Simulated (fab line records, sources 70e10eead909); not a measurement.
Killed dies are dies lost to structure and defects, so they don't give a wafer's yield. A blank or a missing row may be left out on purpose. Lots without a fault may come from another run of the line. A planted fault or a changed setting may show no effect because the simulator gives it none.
fab line records | flow nand_harc
record lots=24 wafers=72 last_day=33
route steps=1302 shown P_M1@308 P_M2@328 P_BONDPAD@351
lots that met no fault: from a run of the same line without faults
start_h: hours from the record's first day to the start of the lot's first wafer shown | wait_h: hours since the lot's step before | " the same as in the row above | L1.1+2: a row that stands for several wafers | - no value, or no start given | * or withheld: withheld | < > ~ a bound
route shown NAME@n: a module of which the file shows steps, and the number in the route of the first | usual: mean/standard deviation of fault-free wafers | same: alike in all rows | chamber/n: place in a boat | sites: the reading at each site | _std_site: their standard deviation | _edge_site: outer sites' mean less inner sites' | radius_mm: how far each site lies from the wafer's centre | mask NAME#n: copy n | behind: the tool/chamber that last shaped the wafer | hold: why the lot was held/for how many hours/how that ended | device: the transistor (n, p or np) that didn't switch | end of line: the same wafers' tests at the end of the route | a step without rows: its recipe alone | killed: dies lost to structure and defects at the first sort, not the wafer's yield | map: a wafer's dies, x killed, . not, _ none there
set.NAME: the setting as run; set.NAME@STEP: as run at that earlier step | model.NAME: the simulator's own value behind a step, which no gauge read
steps of the route over a sample of lots; a table a step, a row a wafer
services: from which hour (start_h, from the record's first day; less than 0 if before it) a tool's chamber was out of use, for how many hours, and why
## steps
# step NHARC_P_M1_PVD_21
# recipe target_thk_a=300 chamber_pressure_pa=5 power_w=5000 substrate_temp_c=30 time_s=20.49 material=Cu
# usual throttle_valve_pct=29.6/0.77
# columns lot.wafer tool chamber start_h wait_h throttle_valve_pct
L074.1 pvd_sputter-01 - - - 28.6
L074.5 " - " " 29.3
L074.6 " - " " 28.5
L075.3 pvd_sputter-02 - - - 30.1
L075.4 " - " " 29.7
L075.6 " - " " 27.7
L076.1 pvd_sputter-01 - - - 29.5
L076.3 " - " " 29.2
L076.6 " - " " 29.5
L077.4 pvd_sputter-01 - - - 30.1
L077.3 " - " " 28.9
L077.6 " - " " 29.4
L078.1 pvd_sputter-01 - - - 30.1
L078.2 " - " " 29.5
L078.6 " - " " 29.3
L079.3 pvd_sputter-02 - - - 30.0
L079.2 " - " " 27.6
L079.6 " - " " 29.8
L080.2 pvd_sputter-03 - - - 29.2
L080.4 " - " " 30.5
L080.1 " - " " 30.8
L081.3 pvd_sputter-03 - - - 30.3
L081.6 " - " " 30.6
L081.5 " - " " 29.8
L082.3 pvd_sputter-02 - - - 27.7
L082.6 " - " " 30.2
L082.5 " - " " 30.1
L083.3 pvd_sputter-02 - - - 27.7
L083.4 " - " " 30.1
L083.2 " - " " 29.8
L084.3 pvd_sputter-01 - - - 29.3
L084.5 " - " " 28.6
L084.6 " - " " 30.3
L085.2 pvd_sputter-03 - - - 30.0
L085.1 " - " " 28.9
L085.6 " - " " 31.0
L086.4 pvd_sputter-03 - - - 30.7
L086.5 " - " " 30.1
L086.6 " - " " 29.1
L087.1 pvd_sputter-03 - - - 30.7
L087.4 " - " " 30.1
L087.6 " - " " 30.8
L088.1 pvd_sputter-02 - - - 27.6
L088.2 " - " " 30.4
L088.3 " - " " 29.7
L089.3 pvd_sputter-03 - - - 29.6
L089.6 " - " " 30.0
L089.5 " - " " 29.2
L090.4 pvd_sputter-01 - - - 29.9
L090.3 " - " " 29.0
L090.6 " - " " 30.5
L091.3 pvd_sputter-02 - - - 28.6
L091.1 " - " " 29.7
L091.5 " - " " 28.4
L092.3 pvd_sputter-02 - - - 30.0
L092.4 " - " " 28.7
L092.6 " - " " 29.9
L093.4 pvd_sputter-02 - - - 29.8
L093.3 " - " " 29.6
L093.5 " - " " 28.9
L094.2 pvd_sputter-02 - - - 29.1
L094.1 " - " " 30.0
L094.5 " - " " 29.9
L095.4 pvd_sputter-01 - - - 28.8
L095.6 " - " " 28.9
L095.5 " - " " 30.6
L096.3 pvd_sputter-01 - - - 30.0
L096.2 " - " " 30.5
L096.5 " - " " 28.9
L097.3 pvd_sputter-01 - - - 30.2
L097.4 " - " " 28.8
L097.5 " - " " 30.4
# step NHARC_P_M1_ANNEAL_31
# recipe temp_c=225 time_s=90
# usual wafer_temp_C_max=226.0/0.39
# columns lot.wafer tool chamber start_h wait_h wafer_temp_C_max
L074.1 rtp_anneal-02 0 125.97 - 225.8
L074.5 " 0 " " 225.6
L074.6 " 0 " " 225.6
L075.3 rtp_anneal-01 0 139.59 - 225.8
L075.4 " 0 " " 226.1
L075.6 " 0 " " 226.1
L076.1 rtp_anneal-01 0 142.34 0.3 226.3
L076.3 " 0 " " 226.4
L076.6 " 0 " " 226.3
L077.3 rtp_anneal-01 0 161.08 0.3 225.8
L077.4 " 0 " " 226.3
L077.6 " 0 " " 226.4
L078.1 rtp_anneal-01 0 164.62 - 226.3
L078.2 " 0 " " 226.1
L078.6 " 0 " " 226.3
L079.2 rtp_anneal-01 0 175.57 0.4 226.3
L079.3 " 0 " " 225.9
L079.6 " 0 " " 225.8
L080.1 rtp_anneal-01 0 187.60 - 226.2
L080.2 " 0 " " 226.2
L080.4 " 0 " " 226.4
L081.3 rtp_anneal-02 0 194.17 - 226.0
L081.5 " 0 " " 225.9
L081.6 " 0 " " 225.8
L082.3 rtp_anneal-01 0 212.15 0.3 226.6
L082.5 " 0 " " 226.0
L082.6 " 0 " " 226.4
L083.2 rtp_anneal-01 0 217.57 - 226.6
L083.3 " 0 " " 226.4
L083.4 " 0 " " 226.2
L084.3 rtp_anneal-01 0 225.54 0.3 226.8
L084.5 " 0 " " 226.8
L084.6 " 0 " " 226.2
L085.1 rtp_anneal-02 0 238.20 0.3 225.3
L085.2 " 0 " " 225.4
L085.6 " 0 " " 225.4
L086.4 rtp_anneal-02 0 249.20 0.3 225.6
L086.5 " 0 " " 225.7
L086.6 " 0 " " 225.5
L087.1 rtp_anneal-01 0 258.11 0.3 226.1
L087.4 " 0 " " 226.1
L087.6 " 0 " " 226.0
L088.1 rtp_anneal-01 0 278.88 0.3 226.1
L088.2 " 0 " " 226.7
L088.3 " 0 " " 225.6
L089.3 rtp_anneal-01 0 281.87 - 226.2
L089.5 " 0 " " 226.4
L089.6 " 0 " " 225.9
L090.3 rtp_anneal-01 0 288.72 - 225.8
L090.4 " 0 " " 226.5
L090.6 " 0 " " 226.5
L091.1 rtp_anneal-02 0 297.12 0.3 225.6
L091.3 " 0 " " 225.7
L091.5 " 0 " " 225.6
L092.3 rtp_anneal-02 0 309.79 - 225.8
L092.4 " 0 " " 225.6
L092.6 " 0 " " 225.6
L093.3 rtp_anneal-02 0 323.35 - 225.4
L093.4 " 0 " " 225.1
L093.5 " 0 " " 225.3
L094.1 rtp_anneal-01 0 333.93 - 226.5
L094.2 " 0 " " 226.1
L094.5 " 0 " " 226.1
L095.4 rtp_anneal-02 0 357.51 0.7 225.3
L095.5 " 0 " " 225.5
L095.6 " 0 " " 225.6
L096.2 rtp_anneal-01 0 366.00 - 226.0
L096.3 " 0 " " 226.4
L096.5 " 0 " " 226.2
L097.3 rtp_anneal-01 0 367.33 - 226.0
L097.4 " 0 " " 225.7
L097.5 " 0 " " 226.2
# step NHARC_P_M2_CD_MEAS_09
# recipe target_cd_nm=170 landing_energy_ev=500
# usual cd_nm=170.1/0.64
# same landing_energy_ev=500
# columns lot.wafer tool chamber start_h wait_h cd_nm
L074.1 cd_sem-02 0 128.18 - 170.0
L074.5 " 0 " " 169.4
L074.6 " 0 " " 169.0
L075.3 cd_sem-02 0 141.59 - 170.6
L075.4 " 0 " " 170.6
L075.6 " 0 " " 170.1
L076.1 cd_sem-01 0 144.48 - 169.3
L076.3 " 0 " " 170.9
L076.6 " 0 " " 169.5
L077.3 cd_sem-01 0 163.21 - 169.6
L077.4 " 0 " " 170.6
L077.6 " 0 " " 170.0
L078.1 cd_sem-01 0 166.82 - 170.4
L078.2 " 0 " " 171.0
L078.6 " 0 " " 170.7
L079.2 cd_sem-01 0 177.73 - 171.3
L079.3 " 0 " " 170.7
L079.6 " 0 " " 169.8
L080.1 cd_sem-03 0 189.69 - 171.0
L080.2 " 0 " " 170.0
L080.4 " 0 " " 170.2
L081.3 cd_sem-02 0 196.17 - 169.6
L081.5 " 0 " " 171.1
L081.6 " 0 " " 170.8
L082.3 cd_sem-01 0 214.33 - 169.3
L082.5 " 0 " " 169.2
L082.6 " 0 " " 169.7
L083.2 cd_sem-03 0 219.73 - 169.8
L083.3 " 0 " " 170.4
L083.4 " 0 " " 170.3
L084.3 cd_sem-03 0 227.85 - 170.4
L084.5 " 0 " " 170.3
L084.6 " 0 " " 170.7
L085.1 cd_sem-02 0 240.41 - 170.4
L085.2 " 0 " " 170.4
L085.6 " 0 " " 170.0
L086.4 cd_sem-01 0 251.11 - 170.2
L086.5 " 0 " " 170.2
L086.6 " 0 " " 171.0
L087.1 cd_sem-02 0 260.33 - 170.7
L087.4 " 0 " " 170.7
L087.6 " 0 " " 170.8
L088.1 cd_sem-03 0 281.10 - 171.0
L088.2 " 0 " " 171.3
L088.3 " 0 " " 170.8
L089.3 cd_sem-03 0 284.01 - 169.5
L089.5 " 0 " " 170.2
L089.6 " 0 " " 169.5
L090.3 cd_sem-02 0 290.88 - 169.2
L090.4 " 0 " " 169.7
L090.6 " 0 " " 169.8
L091.1 cd_sem-01 0 299.52 - 169.5
L091.3 " 0 " " 169.2
L091.5 " 0 " " 169.6
L092.3 cd_sem-01 0 311.91 - 171.2
L092.4 " 0 " " 170.5
L092.6 " 0 " " 171.0
L093.3 cd_sem-01 0 325.60 - 170.6
L093.4 " 0 " " 170.0
L093.5 " 0 " " 169.9
L094.1 cd_sem-01 0 336.28 - 169.7
L094.2 " 0 " " 169.4
L094.5 " 0 " " 169.9
L095.4 cd_sem-02 0 359.44 - 169.4
L095.5 " 0 " " 169.6
L095.6 " 0 " " 169.0
L096.2 cd_sem-03 0 368.03 - 170.3
L096.3 " 0 " " 170.3
L096.5 " 0 " " 169.9
L097.3 cd_sem-03 0 369.31 - 169.4
L097.4 " 0 " " 170.3
L097.5 " 0 " " 169.1
# step NHARC_P_M2_ETCH_28
# recipe target_depth_a=300 over_etch_frac=0.3 time_s=72.99 ion_energy_ev=150 cf4_flow_sccm=50 n2_flow_sccm=100 ar_flow_sccm=150 rf_w=300 bias_w=100 chemistry=CF4/N2
# usual drypump_motor_current_A=5.7/0.35 oes_product_au=1.001/0.0093 rf_vpp_V=313.7/1.5 showerhead_plenum_p_Torr=2.60/0.067 throttle_valve_pct=19.793/0.0083
# columns lot.wafer tool chamber start_h wait_h drypump_motor_current_A oes_product_au rf_hours_counter_h rf_vpp_V showerhead_plenum_p_Torr throttle_valve_pct
L074.1 rie_diel-05 0 - - 5.5 1.011 3.9 313.4 2.58 19.804
L074.5 " 0 " " 5.5 1.004 - 313.0 2.58 19.784
L074.6 " 1 " " 6.3 0.987 - 314.1 2.67 19.801
L075.4 rie_diel-01 3 - - 5.6 1.003 6.0 312.5 2.56 19.776
L075.3 " 0 " " 6.0 1.012 7.3 314.0 2.63 19.796
L075.6 " 3 " " 5.6 1.008 - 310.7 2.56 19.805
L076.3 rie_diel-01 3 - - 5.6 1.005 6.1 312.1 2.56 19.788
L076.1 " 0 " " 6.0 0.996 7.4 312.7 2.63 19.788
L076.6 " 2 " " 5.3 1.011 - 314.2 2.64 19.802
L077.3 rie_diel-05 1 - - 6.3 0.989 5.1 313.7 2.67 19.800
L077.4 " 3 " " 5.3 0.992 5.9 313.7 2.57 19.799
L077.6 " 1 " " 6.3 0.985 - 314.2 2.67 19.787
L078.2 rie_diel-05 2 - - 5.5 0.997 6.4 315.5 2.72 19.786
L078.1 " 3 " " 5.3 0.977 5.9 311.9 2.57 19.787
L078.6 " 1 " " 6.3 0.988 - 315.6 2.67 19.793
L079.2 rie_diel-01 0 - - 6.0 1.005 8.9 315.7 2.63 19.796
L079.3 " 1 " " 5.3 1.005 10.3 313.9 2.55 19.784
L079.6 " 0 " " 6.0 1.005 - 313.1 2.63 19.794
L080.2 rie_diel-02 0 - - 5.6 0.994 6.6 312.6 2.54 19.791
L080.1 " 2 " " 6.1 0.993 8.2 310.9 2.49 19.784
L080.4 " 3 " " 6.0 1.011 7.5 313.7 2.53 19.797
L081.3 rie_diel-01 1 - - 5.4 1.003 11.7 311.7 2.55 19.788
L081.6 " 2 " " 5.3 1.008 - 313.3 2.64 19.787
L081.5 " 3 " " 5.7 1.003 - 313.6 2.56 19.792
L082.3 rie_diel-05 2 - - 5.5 0.996 8.2 317.0 2.72 19.808
L082.6 " 3 " " 5.4 0.988 - 314.1 2.57 19.782
L082.5 " 0 " " 5.5 1.003 - 311.7 2.58 19.771
L083.2 rie_diel-01 3 - - 5.7 1.008 0.7 313.0 2.56 19.793
L083.4 " 1 " " 5.3 1.019 1.1 312.7 2.55 19.796
L083.3 " 2 " " 5.3 1.002 0.7 314.3 2.63 19.793
L084.3 rie_diel-01 2 - - 5.3 0.992 1.5 313.8 2.63 19.785
L084.6 " 0 " " 6.0 1.001 - 315.1 2.63 19.790
L084.5 " 1 " " 5.3 1.016 - 312.5 2.55 19.799
L085.2 rie_diel-02 3 - - 6.0 0.994 1.1 313.8 2.53 19.799
L085.1 " 0 " " 5.6 0.992 0.8 313.5 2.54 19.803
L085.6 " 2 " " 6.1 0.999 - 310.5 2.49 19.790
L086.5 rie_diel-02 3 - - 6.0 0.994 - 312.4 2.53 19.794
L086.4 " 1 " " 6.0 1.012 - 310.0 2.48 19.791
L086.6 " 2 " " 6.1 1.000 - 311.3 2.49 19.797
L087.1 rie_diel-05 1 - - 6.3 1.009 1.6 314.5 2.67 19.785
L087.4 " 1 " " 6.4 1.004 - 314.9 2.67 19.791
L087.6 " 0 " " 5.5 1.011 - 314.2 2.58 19.794
L088.1 rie_diel-01 0 - - 6.0 1.010 4.6 314.5 2.63 19.812
L088.3 " 1 " " 5.4 1.026 4.9 313.6 2.55 19.788
L088.2 " 2 " " 5.3 0.992 4.4 314.9 2.63 19.788
L089.3 rie_diel-02 2 - - 6.1 0.994 3.5 311.8 2.49 19.799
L089.6 " 0 " " 5.6 0.989 - 313.2 2.54 19.783
L089.5 " 1 " " 6.0 1.001 - 312.6 2.48 19.787
L090.4 rie_diel-05 0 - - 5.4 1.005 2.5 314.4 2.58 19.800
L090.3 " 1 " " 6.3 0.992 2.9 316.2 2.67 19.779
L090.6 " 0 " " 5.5 1.009 - 313.3 2.58 19.799
L091.3 rie_diel-05 2 - - 5.5 0.998 3.7 316.5 2.72 19.796
L091.1 " 3 " " 5.3 1.008 2.4 312.8 2.57 19.798
L091.5 " 0 " " 5.4 1.009 - 313.4 2.58 19.784
L092.4 rie_diel-05 3 - - 5.3 0.996 2.9 313.1 2.56 19.789
L092.3 " 0 " " 5.5 1.019 3.5 312.8 2.58 19.796
L092.6 " 1 " " 6.3 1.008 - 315.4 2.67 19.796
L093.4 rie_diel-05 2 - - 5.4 1.003 5.2 316.8 2.71 19.805
L093.3 " 3 " " 5.4 0.997 3.4 313.0 2.56 19.783
L093.5 " 2 " " 5.4 0.995 - 315.8 2.71 19.783
L094.2 rie_diel-05 0 - - 5.4 1.012 4.5 312.5 2.58 19.780
L094.1 " 1 " " 6.3 1.007 5.4 314.7 2.67 19.807
L094.5 " 0 " " 5.4 1.011 - 312.8 2.58 19.776
L095.4 rie_diel-01 3 - - 5.6 0.991 9.0 312.2 2.56 19.792
L095.5 " 2 " " 5.3 0.991 - 314.7 2.63 19.794
L095.6 " 3 " " 5.6 0.994 - 313.1 2.56 19.789
L096.2 rie_diel-01 2 - - 5.3 0.989 9.5 315.2 2.63 19.787
L096.3 " 1 " " 5.3 1.015 10.1 312.8 2.54 19.806
L096.5 " 2 " " 5.3 0.986 - 313.0 2.63 19.780
L097.4 rie_diel-05 2 - - 5.5 0.995 7.1 316.7 2.71 19.794
L097.3 " 3 " " 5.3 0.992 5.6 314.2 2.56 19.794
L097.5 " 3 " " 5.3 0.987 - 313.2 2.56 19.793
# step NHARC_P_BONDPAD_DEP_00
# recipe target_thk_a=2500 temp_c=370 target_thk_nm=250 pressure_torr=3 flow_sccm=200 rf_w=450 material=SiCN
# usual heater_power_w=583/61
# columns lot.wafer tool chamber start_h wait_h heater_power_w
L074.1 pecvd-04 2 131.50 - 491
L074.5 " 0 " " 480
L074.6 " 1 " " 664
L075.3 pecvd-01 2 144.91 - 536
L075.6 " 2 " " 552
L075.4 " 1 " " 492
L076.1 pecvd-01 0 147.82 - 592
L076.3 " 2 " " 573
L076.6 " 0 " " 613
L077.3 pecvd-01 0 166.89 - 619
L077.4 " 1 " " 495
L077.6 " 2 " " 533
L078.1 pecvd-04 0 170.14 - 580
L078.2 " 1 " " 671
L078.6 " 1 " " 677
L079.3 pecvd-01 1 - - 532
L079.2 " 2 " " 466
L079.6 " 0 " " 640
L080.2 pecvd-01 2 193.11 - 531
L080.1 " 0 " " 679
L080.4 " 0 " " 537
L081.3 pecvd-02 2 199.64 - 509
L081.6 " 1 " " 612
L081.5 " 2 " " 517
L082.3 pecvd-02 1 217.64 - 587
L082.6 " 1 " " 596
L082.5 " 0 " " 630
L083.3 pecvd-02 1 223.14 - 595
L083.2 " 0 " " 598
L083.4 " 1 " " 622
L084.3 pecvd-01 2 231.28 - 542
L084.5 " 1 " " 585
L084.6 " 2 " " 546
L085.2 pecvd-02 0 243.87 - 686
L085.1 " 1 " " 545
L085.6 " 1 " " 578
L086.5 pecvd-02 2 254.61 - 578
L086.4 " 0 " " 661
L086.6 " 1 " " 563
L087.1 pecvd-02 2 263.84 - 588
L087.4 " 0 " " 612
L087.6 " 2 " " 595
L088.3 pecvd-02 1 284.46 - 639
L088.1 " 2 " " 574
L088.2 " 0 " " 667
L089.3 pecvd-01 0 287.38 - 672
L089.6 " 2 " " 565
L089.5 " 0 " " 546
L090.4 pecvd-04 0 294.46 0.5 488
L090.3 " 1 " " 582
L090.6 " 0 " " 501
L091.1 pecvd-02 0 - - 673
L091.3 " 1 " " 612
L091.5 " 2 " " 574
L092.3 pecvd-02 1 315.23 - 597
L092.6 " 2 " " 540
L092.4 " 0 " " 633
L093.4 pecvd-02 1 329.37 - 614
L093.3 " 0 " " 641
L093.5 " 1 " " 596
L094.2 pecvd-01 0 - - 560
L094.1 " 1 " " 521
L094.5 " 1 " " 539
L095.6 pecvd-04 1 362.98 - 697
L095.5 " 2 " " 510
L095.4 " 0 " " 579
L096.2 pecvd-01 1 - - 560
L096.3 " 2 " " 495
L096.5 " 0 " " 534
L097.3 pecvd-02 2 372.70 - 595
L097.4 " 1 " " 598
L097.5 " 0 " " 676
# step NHARC_P_BONDPAD_ANNEAL_28
# recipe temp_c=225 time_s=90
# usual wafer_temp_C_max=225.9/0.38
# columns lot.wafer tool chamber start_h wait_h wafer_temp_C_max
L074.1 rtp_anneal-02 0 134.47 - 225.8
L074.5 " 0 " " 226.1
L074.6 " 0 " " 226.0
L075.3 rtp_anneal-01 0 148.13 0.3 226.5
L075.4 " 0 " " 226.0
L075.6 " 0 " " 225.9
L076.1 rtp_anneal-01 0 150.95 0.3 226.6
L076.3 " 0 " " 226.2
L076.6 " 0 " " 226.1
L077.3 rtp_anneal-02 0 169.98 - 225.6
L077.4 " 0 " " 225.3
L077.6 " 0 " " 225.5
L078.1 rtp_anneal-02 0 173.26 - 225.9
L078.2 " 0 " " 225.7
L078.6 " 0 " " 225.6
L079.2 rtp_anneal-02 0 184.10 0.3 225.4
L079.3 " 0 " " 225.3
L079.6 " 0 " " 225.6
L080.1 rtp_anneal-02 0 196.06 0.3 225.4
L080.2 " 0 " " 225.5
L080.4 " 0 " " 225.6
L081.3 rtp_anneal-02 0 202.69 - 225.7
L081.5 " 0 " " 225.7
L081.6 " 0 " " 225.7
L082.3 rtp_anneal-02 0 220.85 0.3 225.6
L082.5 " 0 " " 225.7
L082.6 " 0 " " 225.7
L083.2 rtp_anneal-01 0 226.19 - 226.5
L083.3 " 0 " " 226.1
L083.4 " 0 " " 226.2
L084.3 rtp_anneal-01 0 234.72 0.3 226.4
L084.5 " 0 " " 226.2
L084.6 " 0 " " 226.4
L085.1 rtp_anneal-01 0 246.86 - 226.5
L085.2 " 0 " " 226.5
L085.6 " 0 " " 226.9
L086.4 rtp_anneal-01 0 257.62 - 225.9
L086.5 " 0 " " 225.9
L086.6 " 0 " " 225.8
L087.1 rtp_anneal-01 0 266.74 - 226.2
L087.4 " 0 " " 226.1
L087.6 " 0 " " 226.0
L088.1 rtp_anneal-01 0 287.48 - 226.5
L088.2 " 0 " " 226.3
L088.3 " 0 " " 226.3
L089.3 rtp_anneal-01 0 290.43 0.3 226.4
L089.5 " 0 " " 226.3
L089.6 " 0 " " 226.2
L090.3 rtp_anneal-02 0 297.70 - 225.4
L090.4 " 0 " " 225.4
L090.6 " 0 " " 225.8
L091.1 rtp_anneal-02 0 306.11 - 225.7
L091.3 " 0 " " 225.6
L091.5 " 0 " " 225.8
L092.3 rtp_anneal-01 0 318.44 0.3 226.1
L092.4 " 0 " " 225.9
L092.6 " 0 " " 226.1
L093.3 rtp_anneal-01 0 332.61 - 226.1
L093.4 " 0 " " 225.7
L093.5 " 0 " " 226.1
L094.1 rtp_anneal-01 0 343.05 - 226.3
L094.2 " 0 " " 225.7
L094.5 " 0 " " 226.2
L095.4 rtp_anneal-02 0 366.38 - 225.5
L095.5 " 0 " " 225.8
L095.6 " 0 " " 225.3
L096.2 rtp_anneal-02 0 374.75 0.5 225.7
L096.3 " 0 " " 225.6
L096.5 " 0 " " 225.6
L097.3 rtp_anneal-02 0 376.28 0.5 225.6
L097.4 " 0 " " 225.9
L097.5 " 0 " " 225.5
## services
# columns tool chamber start_h hours kind
pvd_sputter-02 - 104.00 10.0 pm
pecvd-02 - 106.09 1.6 repair
pecvd-01 - 120.11 0.5 repair
pecvd-01 - 127.34 1.6 repair
pecvd-01 - 131.73 13.0 pm
pvd_sputter-02 - 160.38 1.7 repair
pvd_sputter-01 - 175.32 3.9 repair
rie_diel-01 0 188.55 13.6 repair
rie_diel-05 1 191.23 5.5 repair
rie_diel-01 - 203.80 9.0 pm
pvd_sputter-01 - 208.35 10.5 repair
pecvd-01 - 210.73 13.2 repair
rie_diel-01 0 225.05 2.0 repair
pvd_sputter-01 - 226.00 10.0 pm
pecvd-02 - 227.29 13.0 pm
rie_diel-05 - 229.60 9.0 pm
pecvd-02 - 242.76 0.7 repair
pvd_sputter-01 - 248.13 2.1 repair
rie_diel-05 3 260.30 22.7 repair
pecvd-02 1 264.54 3.5 repair
pecvd-01 - 266.16 0.3 repair
pvd_sputter-01 - 280.54 0.9 repair
pecvd-02 2 317.91 15.1 repair
rtp_anneal-01 - 372.00 12.0 pm
## key
fault none
